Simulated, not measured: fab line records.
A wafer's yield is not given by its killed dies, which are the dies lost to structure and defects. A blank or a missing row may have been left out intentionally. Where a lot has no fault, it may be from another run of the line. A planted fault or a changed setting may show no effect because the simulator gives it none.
Split-lot study -- flow n5-finfet -- 7 lots, 16 wafers read, on a route of 1938 steps

== ON THE SPLIT ==
At N5_BEOL_M0_SPUTTER_116 (material Cu, target thk 4 nm, time 7.37 s), the setting time-s was moved away from the recipe's 7.37 s on 3 of the 16 wafers read, by -13.4% to -13.0%. This setting was run at the recipe's value on the other wafers.

The split's own step is where the reading is taken.

== THE READING ==
Cu_of_BEOL_M0_SPUTTER_116.thk-nm (the simulator's own value, which no gauge read), in nm, at N5_BEOL_M0_SPUTTER_116 (material Cu, target thk 4 nm, time 7.37 s). No usual value for it is given in the file. The 13 wafers here that ran the recipe average 3.9 nm, standard deviation 0.15 nm.

wafer,"tool, chamber at the split","time-s as run, s",against the recipe,"Cu_of_BEOL_M0_SPUTTER_116.thk-nm, nm",against lot-mates on the recipe
L075.1,"pvd-sputter-01, -",7.37,recipe,3.8,-
L075.5,"pvd-sputter-01, -",7.37,recipe,3.8,-
L075.2,"pvd-sputter-01, -",7.37,recipe,3.6,-
L078.1,"pvd-sputter-03, -",7.37,recipe,4,-
L078.2,"pvd-sputter-03, -",7.37,recipe,4,-
L078.5,"pvd-sputter-03, -",7.37,recipe,4,-
L079.3,"pvd-sputter-01, -",7.37,recipe,3.8,-
L079.4,"pvd-sputter-01, -",7.37,recipe,4,-
L085.6,"pvd-sputter-02, -",7.37,recipe,4.2,-
L090.2,"pvd-sputter-03, -",6.414,-13.0%,3.2,-0.6
L090.5,"pvd-sputter-03, -",6.414,-13.0%,3.2,-0.6
L090.6,"pvd-sputter-03, -",7.37,recipe,3.8,-
L096.1,"pvd-sputter-02, -",7.37,recipe,4,-
L096.6,"pvd-sputter-02, -",7.37,recipe,4,-
L097.1,"pvd-sputter-03, -",7.37,recipe,4,-
L097.2,"pvd-sputter-03, -",6.385,-13.4%,3.4,-0.6

FIT RESULTS
A straight line over all 16 wafers: Cu_of_BEOL_M0_SPUTTER_116.thk-nm changes by +0.05 nm for each +1% of time-s; r = +0.88; the points scatter about the line by 0.15 nm.
The same after taking each lot's own level away (the mean of its wafers on the recipe; 16 wafers): +0.0458 nm for each +1%; r = +0.97; scatter 0.058 nm.
Per that fit: largest time-s move, reading shift of 0.61 nm.
The lots' own levels span 3.73 to 4.20 nm, that is 3.2 times the standard deviation above.
The two slopes are in agreement: the lot-to-lot level therefore moves the slope only a little.
Check: with one of the wafers moved furthest among these (-13.4%) left out of the fit, the line predicts -0.618 nm for it against its lot-mates. It came out at -0.6 nm against them.

== ADDITIONAL SPLITS CARRIED BY THESE WAFERS ==
Note: prior to the reading, these wafers also went through further splits. Each is held against what the fit with the lots' levels taken away leaves over:
other split on the same wafers,wafers away from the commonest value,r with Cu_of_BEOL_M0_SPUTTER_116.thk-nm (lot level and that fit taken away)
N5_BEOL_M0_SAQP_SPACER1_ALD_98 ald-cycles,6,-0.03

== FILE'S OWN FIT ==
Cu_of_BEOL_M0_SPUTTER_116.thk-nm changes by +0.0457 nm for each +1% of time-s, r = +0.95.
